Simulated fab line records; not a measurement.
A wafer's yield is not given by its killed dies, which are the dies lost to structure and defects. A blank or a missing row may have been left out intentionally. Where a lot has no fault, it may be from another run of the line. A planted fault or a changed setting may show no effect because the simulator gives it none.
Matching of chambers / flow n5 finfet / N5_MIM_TOP_ETCH_PECVD_03 on pecvd-01 has 3 sister chambers
The step deposits SiNx from SiH4/NH3/N2, target thk 20 nm, time 17.6 s. 14 wafers are shown with their chamber, then 7 later ones without.

== WAFERS PAIRED WITH THEIR CHAMBERS ==
wafer=L077.1; chamber=1; throttle valve pct (%)=40.8; heater power w (W)=769; showerhead plenum p Torr (Torr)=5.20
wafer=L077.5; chamber=2; throttle valve pct (%)=38.9; heater power w (W)=1069; showerhead plenum p Torr (Torr)=5.13
wafer=L077.6; chamber=1; throttle valve pct (%)=40.6; heater power w (W)=782; showerhead plenum p Torr (Torr)=5.19
wafer=L080.1; chamber=2; throttle valve pct (%)=38.8; heater power w (W)=969; showerhead plenum p Torr (Torr)=5.13
wafer=L080.3; chamber=0; throttle valve pct (%)=38.7; heater power w (W)=775; showerhead plenum p Torr (Torr)=5.13
wafer=L080.5; chamber=0; throttle valve pct (%)=38.9; heater power w (W)=784; showerhead plenum p Torr (Torr)=5.14
wafer=L089.1; chamber=0; throttle valve pct (%)=38.7; heater power w (W)=744; showerhead plenum p Torr (Torr)=5.12
wafer=L089.2; chamber=2; throttle valve pct (%)=39.1; heater power w (W)=993; showerhead plenum p Torr (Torr)=5.13
wafer=L089.4; chamber=2; throttle valve pct (%)=39.0; heater power w (W)=965; showerhead plenum p Torr (Torr)=5.12
wafer=L086.1; chamber=1; throttle valve pct (%)=40.9; heater power w (W)=805; showerhead plenum p Torr (Torr)=5.18
wafer=L086.4; chamber=2; throttle valve pct (%)=39.3; heater power w (W)=991; showerhead plenum p Torr (Torr)=5.12
wafer=L086.5; chamber=1; throttle valve pct (%)=40.8; heater power w (W)=812; showerhead plenum p Torr (Torr)=5.19
wafer=L088.1; chamber=0; throttle valve pct (%)=38.8; heater power w (W)=754; showerhead plenum p Torr (Torr)=5.13
wafer=L088.2; chamber=2; throttle valve pct (%)=39.4; heater power w (W)=1019; showerhead plenum p Torr (Torr)=5.12

SIGNATURES (averages over the wafers above)
reading=throttle valve pct; chamber 0=38.775; chamber 1=40.775; chamber 2=39.083; scatter within a chamber=0.177
reading=heater power w; chamber 0=764.25; chamber 1=792.00; chamber 2=1001.00; scatter within a chamber=29.6
reading=showerhead plenum p Torr; chamber 0=5.1300; chamber 1=5.1900; chamber 2=5.1250; scatter within a chamber=0.00707
Rule: a wafer's distance from a chamber is the root of the sum, over the readings, of the square of ((its reading less the chamber's mean) divided by the reading's scatter). The wafer belongs to the nearest chamber; if the next one is less than 2 further off, it can't be placed. The scatter: the root of (the sum of the squares of (reading less its chamber's mean) over the shown wafers, divided by (wafers less chambers)).

== WAFERS WHOSE CHAMBER IS MISSING ==
wafer=L088.6; throttle valve pct (%)=40.7; heater power w (W)=713; showerhead plenum p Torr (Torr)=5.19
wafer=L091.1; throttle valve pct (%)=40.8; heater power w (W)=810; showerhead plenum p Torr (Torr)=5.19
wafer=L091.4; throttle valve pct (%)=39.5; heater power w (W)=1024; showerhead plenum p Torr (Torr)=5.13
wafer=L091.6; throttle valve pct (%)=40.6; heater power w (W)=807; showerhead plenum p Torr (Torr)=5.18
wafer=L093.3; throttle valve pct (%)=39.6; heater power w (W)=990; showerhead plenum p Torr (Torr)=5.12
wafer=L093.4; throttle valve pct (%)=38.8; heater power w (W)=730; showerhead plenum p Torr (Torr)=5.14
wafer=L093.6; throttle valve pct (%)=39.7; heater power w (W)=1003; showerhead plenum p Torr (Torr)=5.12

== THE CHAMBER EACH PASSED THROUGH ==
wafer=L088.6; from the rows above=1; in truth=1
wafer=L091.1; from the rows above=1; in truth=1
wafer=L091.4; from the rows above=2; in truth=2
wafer=L091.6; from the rows above=1; in truth=1
wafer=L093.3; from the rows above=2; in truth=2
wafer=L093.4; from the rows above=0; in truth=0
wafer=L093.6; from the rows above=2; in truth=2
Placed correctly: 7 of 7. Not placeable from these rows: 0. Number placed wrongly: 0.
